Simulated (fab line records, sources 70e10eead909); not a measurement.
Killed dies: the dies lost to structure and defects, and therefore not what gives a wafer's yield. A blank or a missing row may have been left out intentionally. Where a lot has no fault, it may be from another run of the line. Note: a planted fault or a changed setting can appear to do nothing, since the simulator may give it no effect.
Which tool is to blame? -- flow nand-harc -- 24 lots with 72 wafers sampled at 5 steps, on a route of 1159 steps

== WHAT THE GAUGES SHOWED, per wafer ==
NHARC_A_SGD_CUT_THK_MEAS_22: measures by ellipsometry.
lot,measured,on,thk-nm (nm)
L075,day 13 23:47,film-metro-02,148.3 148.5 147.4
L074,day 13 23:48,film-metro-02,147.5 149.8 149.1
L076,day 14 11:59,film-metro-01,145.9 148.4 146.4
L077,day 14 11:57,film-metro-02,149.8 149.4 149.2
L079,day 15 11:07,film-metro-01,148.3 148.0 149.2
L078,day 15 11:07,film-metro-02,148.7 149.5 150.1
L080,day 16 02:03,film-metro-01,145.3 145.9 146.6
L082,day 16 02:21,film-metro-01,149.6 147.3 148.9
L081,day 16 02:12,film-metro-02,150.2 147.9 148.7
L084,day 16 14:23,film-metro-01,148.7 151.6 146.5
L083,day 16 14:23,film-metro-02,146.7 148.0 146.3
L087,day 17 07:18,film-metro-02,150.3 145.7 150.1
L085,day 17 07:18,film-metro-01,148.8 146.3 147.8
L086,day 17 07:27,film-metro-01,145.6 147.0 147.4
L089,day 17 17:46,film-metro-02,147.6 149.1 147.9
L088,day 17 17:55,film-metro-02,149.0 149.7 150.0
L090,day 18 06:04,film-metro-01,148.8 152.2 147.1
L091,day 18 06:05,film-metro-01,146.7 147.9 145.8
L092,day 18 17:57,film-metro-01,147.4 150.1 147.7
L093,day 19 10:59,film-metro-01,146.2 146.6 147.8
L096,day 19 10:59,film-metro-02,146.1 148.4 147.2
L094,day 19 11:08,film-metro-02,148.8 147.2 147.2
L095,day 19 16:14,film-metro-02,148.5 146.0 148.7
L097,day 20 05:28,film-metro-01,148.0 150.1 150.7

== EACH LOT AND THE TOOL THAT RAN IT (in order: tool; ch and the chambers of the sampled wafers; start) ==
lot,NHARC_A_STAIRCASE_ETCH_444,NHARC_A_STAIRCASE_ETCHBACK_422,NHARC_A_STAIRCASE_DEP_471,NHARC_A_SGD_CUT_ETCH_59
L075,"rie-diel-01 ch 2,3, day 13 12:37","rie-diel-01 ch 0,3, day 13 16:13","pecvd-01 ch 0,1, day 13 17:00","rie-diel-13 ch 0,1,3, day 13 23:47 or earlier"
L074,"rie-diel-01 ch 0,2, day 13 14:16","rie-diel-01 ch 0,1,3, day 13 17:41","pecvd-03 ch 0,1,2, day 13 18:37","rie-diel-03 ch 0,1,2, day 13 23:48 or earlier"
L076,"rie-diel-01 ch 0,1, day 13 22:49","rie-diel-08 ch 1,2,3, day 14 02:36","pecvd-03 ch 1,2, day 14 03:15","rie-diel-03 ch 2,3, day 14 11:59 or earlier"
L077,"rie-diel-09 ch 0,2,3, day 13 22:53","rie-diel-09 ch 0,1,2, day 14 02:16","pecvd-04 ch 0,1, day 14 02:56","rie-diel-13 ch 0,2,3, day 14 11:57 or earlier"
L079,"rie-diel-08 ch 0,1, day 14 19:57","rie-diel-01 ch 0,1,2, day 14 23:38","pecvd-03 ch 0,1, day 15 00:35","rie-diel-03 ch 1,3, day 15 11:07 or earlier"
L078,"rie-diel-09 ch 0,1,2, day 14 20:50","rie-diel-01 ch 0,1,2, day 14 23:47","pecvd-04 ch 0,1,2, day 15 00:52","rie-diel-13 ch 0,1, day 15 11:07 or earlier"
L080,"rie-diel-08 ch 0,1,3, day 15 13:40","rie-diel-08 ch 0,2,3, day 15 17:16","pecvd-03 ch 0,2, day 15 18:02","rie-diel-02 ch 0,1,2, day 16 02:03 or earlier"
L082,"rie-diel-01 ch 0,2, day 15 13:55","rie-diel-08 ch 2,3, day 15 17:53","pecvd-04 ch 0,1,2, day 15 18:37","rie-diel-03 ch 0,1,2, day 16 02:21 or earlier"
L081,"rie-diel-09 ch 1,2,3, day 15 14:10","rie-diel-08 ch 0,2,3, day 15 17:35","pecvd-03 ch 0,2, day 15 18:16","rie-diel-13 ch 1,2,3, day 16 02:12 or earlier"
L084,"rie-diel-01 ch 0,1,2, day 16 02:04","rie-diel-08 ch 0,1,2, day 16 06:31","pecvd-03 ch 0,2, day 16 07:13","rie-diel-03 ch 1,2,3, day 16 14:23 or earlier"
L083,"rie-diel-09 ch 0,2,3, day 16 02:26","rie-diel-01 ch 1,2, day 16 06:47","pecvd-04 ch 0,1,2, day 16 07:58","rie-diel-13 ch 1,3, day 16 14:23 or earlier"
L087,"rie-diel-08 ch 0,2,3, day 16 19:27","rie-diel-09 ch 0,1,2, day 16 23:10","pecvd-03 ch 0,1, day 16 23:59","rie-diel-03 ch 1,2,3, day 17 07:18 or earlier"
L085,"rie-diel-09 ch 0,1,3, day 16 19:31","rie-diel-01 ch 1,2,3, day 16 23:09","pecvd-01 ch 0,1,2, day 16 23:58","rie-diel-02 ch 1,2,3, day 17 07:18 or earlier"
L086,"rie-diel-08 ch 2,3, day 16 21:07","rie-diel-01 ch 1,2, day 17 00:37","pecvd-03 ch 0,1,2, day 17 01:28","rie-diel-03 ch 0,2,3, day 17 07:27 or earlier"
L089,"rie-diel-08 ch 0,2, day 17 04:15","rie-diel-01 ch 0,1,2, day 17 07:59","pecvd-04 ch 0,1, day 17 08:40","rie-diel-02 ch 1,2,3, day 17 17:46 or earlier"
L088,"rie-diel-09 ch 0,2,3, day 17 04:22","rie-diel-08 ch 0,1,3, day 17 08:01","pecvd-03 ch 0,1,2, day 17 08:45","rie-diel-13 ch 1,2,3, day 17 17:55 or earlier"
L090,"rie-diel-08 ch 0,2,3, day 17 17:16","rie-diel-08 ch 1,3, day 17 20:50","pecvd-03 ch 0,1, day 17 21:30","rie-diel-02 ch 2,3, day 18 06:04 or earlier"
L091,"rie-diel-01 ch 0,1,3, day 17 17:20","rie-diel-09 ch 0,1,3, day 17 20:29","pecvd-01 ch 0,1, day 17 21:11","rie-diel-13 ch 1,2,3, day 18 06:05 or earlier"
L092,"rie-diel-09 ch 0,1,3, day 18 06:04","rie-diel-08 ch 0,2,3, day 18 09:43","pecvd-04 ch 0,1, day 18 10:24","rie-diel-03 ch 1,2,3, day 18 17:57 or earlier"
L093,"rie-diel-01 ch 1,2, day 18 22:56","rie-diel-01 ch 2,3, day 19 02:47","pecvd-03 ch 0,1, day 19 03:42","rie-diel-02 ch 0,2,3, day 19 10:59 or earlier"
L096,"rie-diel-08 ch 0,1, day 18 22:59","rie-diel-08 ch 2,3, day 19 02:35","pecvd-04 ch 0,2, day 19 03:28","rie-diel-13 ch 1,2, day 19 05:20"
L094,"rie-diel-09 ch 1,2,3, day 18 23:02","rie-diel-08 ch 0,1,2, day 19 02:20","pecvd-01 ch 0,2, day 19 03:56","rie-diel-03 ch 2,3, day 19 11:08 or earlier"
L095,"rie-diel-08 ch 0,1, day 19 04:01","rie-diel-08 ch 0,3, day 19 07:39","pecvd-03 ch 0,2, day 19 08:55","rie-diel-02 ch 1,2,3, day 19 16:14 or earlier"
L097,"rie-diel-08 ch 0,3, day 19 16:23","rie-diel-01 ch 0,1, day 19 20:01","pecvd-01 ch 0,1,2, day 19 20:41","rie-diel-03 ch 0,1,3, day 20 05:28 or earlier"
- NHARC_A_STAIRCASE_ETCH_444: etches the open film in C4F8/O2, target depth 10200 nm, time 3400 s.
- NHARC_A_STAIRCASE_ETCHBACK_422: etches the open film in CH3F/O2, target depth 40 nm, time 74.286 s.
- NHARC_A_STAIRCASE_DEP_471: deposits SiO2, target thk 100 nm.
- NHARC_A_SGD_CUT_ETCH_59: etches the open film in N2/H2, target depth 260 nm, time 406.25 s.

== WHAT THE TOOLS THEMSELVES READ (means of the sampled wafers that have a number; where no wafer has one, the mark that the record gives instead) ==
NHARC_A_STAIRCASE_ETCH_444.
lot,tool,oes-product-au (a.u.),rf-vpp-V (V)
L075,rie-diel-01,0.927,811
L074,rie-diel-01,0.928,808
L076,rie-diel-01,0.926,809
L077,rie-diel-09,0.968,806
L079,rie-diel-08,0.953,802
L078,rie-diel-09,0.923,803
L080,rie-diel-08,0.941,802
L082,rie-diel-01,0.942,808
L081,rie-diel-09,0.921,805
L084,rie-diel-01,0.962,810
L083,rie-diel-09,0.921,805
L087,rie-diel-08,0.915,803
L085,rie-diel-09,0.924,806
L086,rie-diel-08,0.917,803
L089,rie-diel-08,0.919,807
L088,rie-diel-09,0.917,806
L090,rie-diel-08,0.922,802
L091,rie-diel-01,0.930,810
L092,rie-diel-09,0.919,806
L093,rie-diel-01,0.917,811
L096,rie-diel-08,0.919,804
L094,rie-diel-09,0.919,806
L095,rie-diel-08,0.925,802
L097,rie-diel-08,0.924,800

NHARC_A_STAIRCASE_ETCHBACK_422.
lot,tool,drypump-motor-current-A (A),oes-product-au (a.u.),rf-vpp-V (V),showerhead-plenum-p-Torr (Torr),throttle-valve-pct (%)
L075,rie-diel-01,5.33,1.01,244.6,2.49,20.653
L074,rie-diel-01,5.37,1.00,245.6,2.54,20.671
L076,rie-diel-08,5.58,1.00,244.0,2.42,20.658
L077,rie-diel-09,5.38,0.92,243.6,2.40,20.667
L079,rie-diel-01,5.62,0.99,245.7,2.53,20.659
L078,rie-diel-01,5.60,1.00,245.0,2.53,20.664
L080,rie-diel-08,5.72,0.99,243.3,2.38,20.667
L082,rie-diel-08,5.71,0.92,242.8,2.38,20.656
L081,rie-diel-08,5.72,0.91,242.9,2.38,20.652
L084,rie-diel-08,5.60,0.92,244.4,2.42,20.667
L083,rie-diel-01,5.65,1.01,245.6,2.55,20.664
L087,rie-diel-09,5.37,0.91,242.6,2.39,20.655
L085,rie-diel-01,5.43,0.92,245.7,2.55,20.667
L086,rie-diel-01,5.66,0.92,245.0,2.54,20.666
L089,rie-diel-01,5.61,0.93,245.1,2.52,20.656
L088,rie-diel-08,5.66,0.91,242.9,2.34,20.666
L090,rie-diel-08,5.67,0.99,242.5,2.33,20.659
L091,rie-diel-09,5.54,0.91,244.5,2.45,20.663
L092,rie-diel-08,5.72,0.92,244.1,2.37,20.660
L093,rie-diel-01,5.44,0.99,244.7,2.51,20.657
L096,rie-diel-08,5.62,0.92,244.5,2.44,20.656
L094,rie-diel-08,5.59,0.93,244.3,2.41,20.657
L095,rie-diel-08,5.79,0.99,242.0,2.30,20.667
L097,rie-diel-01,5.54,0.93,244.7,2.50,20.670

NHARC_A_STAIRCASE_DEP_471.
lot,tool,heater-power-w (W),throttle-valve-pct (%)
L075,pecvd-01,543,16.2
L074,pecvd-03,576,15.5
L076,pecvd-03,574,15.6
L077,pecvd-04,659,15.3
L079,pecvd-03,622,15.8
L078,pecvd-04,569,15.7
L080,pecvd-03,471,15.4
L082,pecvd-04,586,15.6
L081,pecvd-03,511,15.3
L084,pecvd-03,464,15.5
L083,pecvd-04,611,15.6
L087,pecvd-03,535,15.7
L085,pecvd-01,500,16.4
L086,pecvd-03,569,15.4
L089,pecvd-04,647,15.3
L088,pecvd-03,547,15.6
L090,pecvd-03,622,15.8
L091,pecvd-01,537,16.5
L092,pecvd-04,663,15.4
L093,pecvd-03,550,15.8
L096,pecvd-04,599,15.3
L094,pecvd-01,460,15.9
L095,pecvd-03,451,15.7
L097,pecvd-01,525,16.3

NHARC_A_SGD_CUT_ETCH_59.
lot,tool,drypump-motor-current-A (A),oes-product-au (a.u.),rf-vpp-V (V),showerhead-plenum-p-Torr (Torr),throttle-valve-pct (%)
L075,rie-diel-13,5.5,0.990,429.2,2.00,14.176
L074,rie-diel-03,5.6,0.999,430.1,2.03,14.178
L076,rie-diel-03,5.8,0.999,431.8,2.05,14.163
L077,rie-diel-13,5.8,0.993,428.8,2.00,14.166
L079,rie-diel-03,5.3,1.002,428.3,1.96,14.162
L078,rie-diel-13,5.9,0.998,430.9,2.04,14.166
L080,rie-diel-02,5.5,1.001,429.9,2.00,14.173
L082,rie-diel-03,5.6,0.999,430.2,2.03,14.165
L081,rie-diel-13,5.4,1.001,428.4,1.95,14.170
L084,rie-diel-03,5.4,1.000,428.8,1.99,14.161
L083,rie-diel-13,5.2,0.996,427.4,1.96,14.175
L087,rie-diel-03,5.5,0.998,428.5,1.99,14.173
L085,rie-diel-02,5.5,1.011,426.9,1.90,14.175
L086,rie-diel-03,5.9,1.002,432.1,2.06,14.173
L089,rie-diel-02,5.5,0.998,427.4,1.90,14.185
L088,rie-diel-13,5.5,0.996,428.4,1.95,14.172
L090,rie-diel-02,5.2,1.006,426.3,1.89,14.164
L091,rie-diel-13,5.4,1.003,428.9,1.95,14.165
L092,rie-diel-03,5.4,0.997,428.8,1.98,14.173
L093,rie-diel-02,5.2,1.005,429.2,1.99,14.170
L096,rie-diel-13,5.4,1.007,427.3,1.95,14.167
L094,rie-diel-03,5.7,1.001,430.0,2.01,14.168
L095,rie-diel-02,5.5,1.000,427.2,1.90,14.176
L097,rie-diel-03,5.5,1.002,429.6,2.00,14.172

== THE ANSWER, worked out from the rows above alone ==
Rule: usual is defined by the lots themselves. Put in order of their means at a reading, lots are off if they are a third of the lots or fewer, leave a main group of 4 or more, and stand apart from it by a gap of 3 or more times the standard deviation of the main group's means; of several such gaps the widest counts. A main group whose means are all the same, to the digits that the tables above print for the reading, isn't used. Also off: a lot with no number at a reading for which 4 or more lots have one. Any other lot the step has rows for is counted as sound. Order of review: gauges by route order, followed by the tools' own readings, for which a lot's mean as printed above is used. The first step at which some lot is off is used, and at that step the reading that is off furthest; a lot without a number counts as furthest.
No lot is off on any of the readings shown, so nothing can be concluded from this.

== WHAT WAS PUT IN BY THE SIMULATOR ==
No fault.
